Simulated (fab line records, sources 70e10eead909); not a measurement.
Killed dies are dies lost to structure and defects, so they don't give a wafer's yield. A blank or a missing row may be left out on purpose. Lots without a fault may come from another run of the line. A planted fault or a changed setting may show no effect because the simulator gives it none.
Which tool did it? | flow nand_harc | 12 lots, 36 wafers sampled, at 5 steps of a route of 1302

WHAT THE GAUGES READ, wafer by wafer
NHARC_A_CHANNEL_HOLE_D1_INSPECT_40.
lot  | measured     | on                | raw_defect_count
L818 | day 8 12:18  | defect_inspect-01 | 36 40 41
L819 | day 9 09:25  | defect_inspect-01 | 53 40 57
L822 | day 10 09:08 | defect_inspect-02 | 45 39 28
L824 | day 10 23:17 | defect_inspect-02 | 28 43 20
L823 | day 11 03:26 | defect_inspect-02 | 54 46 25
L825 | day 12 07:19 | defect_inspect-01 | 44 37 45
L831 | day 14 19:29 | defect_inspect-01 | 70 38 52
L836 | day 16 09:17 | defect_inspect-01 | 88 60 56
L837 | day 17 02:03 | defect_inspect-02 | 90 53 63
L839 | day 17 18:39 | defect_inspect-02 | 28 52 32
L840 | day 17 22:49 | defect_inspect-01 | 28 44 44
L841 | day 18 07:51 | defect_inspect-02 | 73 83 92

NHARC_A_CHANNEL_FILL_D1_INSPECT_13.
lot  | measured     | on                | raw_defect_count
L818 | day 10 15:49 | defect_inspect-01 | 279 167 274
L819 | day 11 11:38 | defect_inspect-02 | 206 224 261
L822 | day 12 10:19 | defect_inspect-02 | 164 364 195
L824 | day 12 23:15 | defect_inspect-02 | 147 279 110
L823 | day 13 04:05 | defect_inspect-01 | 197 238 324
L825 | day 14 10:44 | defect_inspect-01 | 294 226 252
L831 | day 16 19:23 | defect_inspect-02 | 466 167 153
L836 | day 18 14:00 | defect_inspect-02 | 208 244 180
L837 | day 19 06:52 | defect_inspect-01 | 350 306 171
L839 | day 19 19:39 | defect_inspect-02 | 331 285 267
L840 | day 20 00:44 | defect_inspect-02 | 278 189 340
L841 | day 20 07:48 | defect_inspect-02 | 152 190 254

NHARC_END_SORT_01.
lot  | measured     | on        | killed_at_array | killed_at_other | killed_at_periphery | killed_dies | killed_open | killed_short
L825 | day 27 16:04 | prober-02 | 64 77 83        | 0 0 0           | 4 1 1               | 68 78 84    | 6 3 2       | 2 3 2

WHICH TOOL RAN EACH LOT (tool, then ch and the chambers of the sampled wafers, then the start)
lot  | NHARC_A_CHANNEL_FILL_D1_STRIP_29              | NHARC_A_DECK1_JOINT_ETCHBACK_00
L818 | rie_diel-05 ch 0,2,3, day 10 15:49 or earlier | rie_si-05 ch 1,3, day 11 02:35
L819 | rie_diel-05 ch 0,2,3, day 11 11:38 or earlier | rie_si-03 ch 0,1,2, day 11 22:24
L822 | rie_diel-09 ch 0,1,2, day 12 10:19 or earlier | rie_si-05 ch 1,2,3, day 12 21:05
L824 | rie_diel-09 ch 1,3, day 12 23:15 or earlier   | rie_si-03 ch 0,2,3, day 13 10:02
L823 | rie_diel-09 ch 0,2, day 13 04:05 or earlier   | rie_si-04 ch 0,1,2, day 13 14:41
L825 | rie_diel-05 ch 0,2,3, day 14 10:44 or earlier | rie_si-04 ch 0,2,3, day 14 21:29
L831 | rie_diel-05 ch 1,2,3, day 16 19:23 or earlier | rie_si-04 ch 0,1,2, day 17 06:08
L836 | rie_diel-09 ch 0,2, day 18 07:57              | rie_si-03 ch 0,1,3, day 19 03:32
L837 | rie_diel-07 ch 0,1, day 19 00:17              | rie_si-03 ch 0,1,3, day 19 17:31
L839 | rie_diel-07 ch 0,1,3, day 19 19:39 or earlier | rie_si-05 ch 0,1,2, day 20 06:23
L840 | rie_diel-05 ch 0,3, day 20 00:44 or earlier   | rie_si-04 ch 2,3, day 20 11:33
L841 | rie_diel-05 ch 0,2, day 20 07:48 or earlier   | rie_si-05 ch 2,3, day 20 19:46
- NHARC_A_CHANNEL_FILL_D1_STRIP_29: strips in O2, time 20 s.
- NHARC_A_DECK1_JOINT_ETCHBACK_00: etches the open film in HBr, target depth 30 nm, time 17.4 s.

WHAT THE TOOLS THEMSELVES READ (means of the sampled wafers that have a number; where no wafer has one, the mark that the record gives instead)
NHARC_A_CHANNEL_FILL_D1_STRIP_29.
lot  | tool        | chamber_pressure_mTorr (mTorr) | drypump_motor_current_A (A) | o2_flow_sccm (sccm) | oes_product_au (a.u.) | rf_vpp_V (V) | showerhead_plenum_p_Torr (Torr) | throttle_valve_pct (%)
L818 | rie_diel-05 | 59.97                          | 5.5                         | 500.4               | 0.987                 | 58.2         | 3.46                            | 17.036
L819 | rie_diel-05 | 59.99                          | 5.5                         | 500.2               | 0.986                 | 57.4         | 3.46                            | 17.035
L822 | rie_diel-09 | 59.98                          | 6.0                         | 499.8               | 1.003                 | 58.1         | 3.58                            | 17.030
L824 | rie_diel-09 | 60.03                          | 5.9                         | 500.0               | 1.005                 | 57.7         | 3.66                            | 17.038
L823 | rie_diel-09 | 59.97                          | 6.1                         | 500.1               | 0.989                 | 58.7         | 3.57                            | 17.038
L825 | rie_diel-05 | 60.01                          | 5.5                         | 500.3               | 1.001                 | 58.1         | 3.45                            | 17.042
L831 | rie_diel-05 | 59.98                          | 5.8                         | 500.4               | 1.011                 | 58.5         | 3.51                            | 17.037
L836 | rie_diel-09 | 60.03                          | 6.1                         | 501.1               | 0.998                 | 56.8         | 3.57                            | 17.043
L837 | rie_diel-07 | 60.00                          | 5.3                         | 499.8               | 1.004                 | 57.0         | 3.36                            | 17.035
L839 | rie_diel-07 | 59.95                          | 5.3                         | 499.9               | 1.002                 | 56.6         | 3.37                            | 17.034
L840 | rie_diel-05 | 59.97                          | 5.4                         | 500.6               | 0.994                 | 57.2         | 3.41                            | 17.044
L841 | rie_diel-05 | 59.95                          | 5.6                         | 500.8               | 0.997                 | 57.9         | 3.41                            | 17.021

NHARC_A_DECK1_JOINT_ETCHBACK_00.
lot  | tool      | chamber_pressure_mTorr (mTorr) | drypump_motor_current_A (A) | oes_product_au (a.u.) | run_length_s (s) | throttle_valve_pct (%)
L818 | rie_si-05 | 15.003                         | 5.7                         | 0.997                 | 38.4             | 23.264
L819 | rie_si-03 | 15.012                         | 5.6                         | 0.994                 | 38.5             | 23.270
L822 | rie_si-05 | 14.998                         | 5.9                         | 0.998                 | 38.5             | 23.271
L824 | rie_si-03 | 14.986                         | 5.6                         | 0.998                 | 38.7             | 23.271
L823 | rie_si-04 | 15.004                         | 5.9                         | 0.992                 | 39.1             | 23.261
L825 | rie_si-04 | 14.997                         | 5.9                         | 1.003                 | 38.8             | 23.266
L831 | rie_si-04 | 15.005                         | 5.9                         | 1.003                 | 40.7             | 23.277
L836 | rie_si-03 | 14.993                         | 5.7                         | 0.996                 | 38.9             | 23.262
L837 | rie_si-03 | 14.991                         | 5.7                         | 0.999                 | 38.7             | 23.255
L839 | rie_si-05 | 15.007                         | 6.0                         | 0.996                 | 38.5             | 23.265
L840 | rie_si-04 | 15.008                         | 6.1                         | 0.979                 | 38.9             | 23.272
L841 | rie_si-05 | 15.003                         | 6.0                         | 0.978                 | 38.8             | 23.274

THE ANSWER, worked out from the rows above alone
Rule: what is usual is taken from the lots themselves. Put in order of their means at a reading, lots are off if they are a third of the lots or fewer, leave a main group of 4 or more, and stand apart from it by a gap of 3 or more times the standard deviation of the main group's means; of several such gaps the widest counts. A main group whose means are all the same, to the digits that the tables above print for the reading, isn't used. A lot without any number at a reading at which 4 lots or more have one is off too. The other lots that the step has rows for count as sound. The gauges are gone through in route order, then the tools' own readings, and for those a lot's mean is taken as printed above. The first step at which some lot is off is used, and at that step the reading that is off furthest; a lot without a number counts as furthest.
Off: L831, at NHARC_A_DECK1_JOINT_ETCHBACK_00 (run_length_s). The main group: mean 38.7 s, standard deviation 0.21.
A tool fits if, at that step or a process step before it, it ran every lot that is off, and no sound lot after the first of them. NHARC_A_CHANNEL_FILL_D1_STRIP_29 gives no start for some lots, so the hours and the order of its lots are those of NHARC_A_CHANNEL_FILL_D1_INSPECT_13. None of those tried fits.

WHAT THE SIMULATOR HAD PUT IN
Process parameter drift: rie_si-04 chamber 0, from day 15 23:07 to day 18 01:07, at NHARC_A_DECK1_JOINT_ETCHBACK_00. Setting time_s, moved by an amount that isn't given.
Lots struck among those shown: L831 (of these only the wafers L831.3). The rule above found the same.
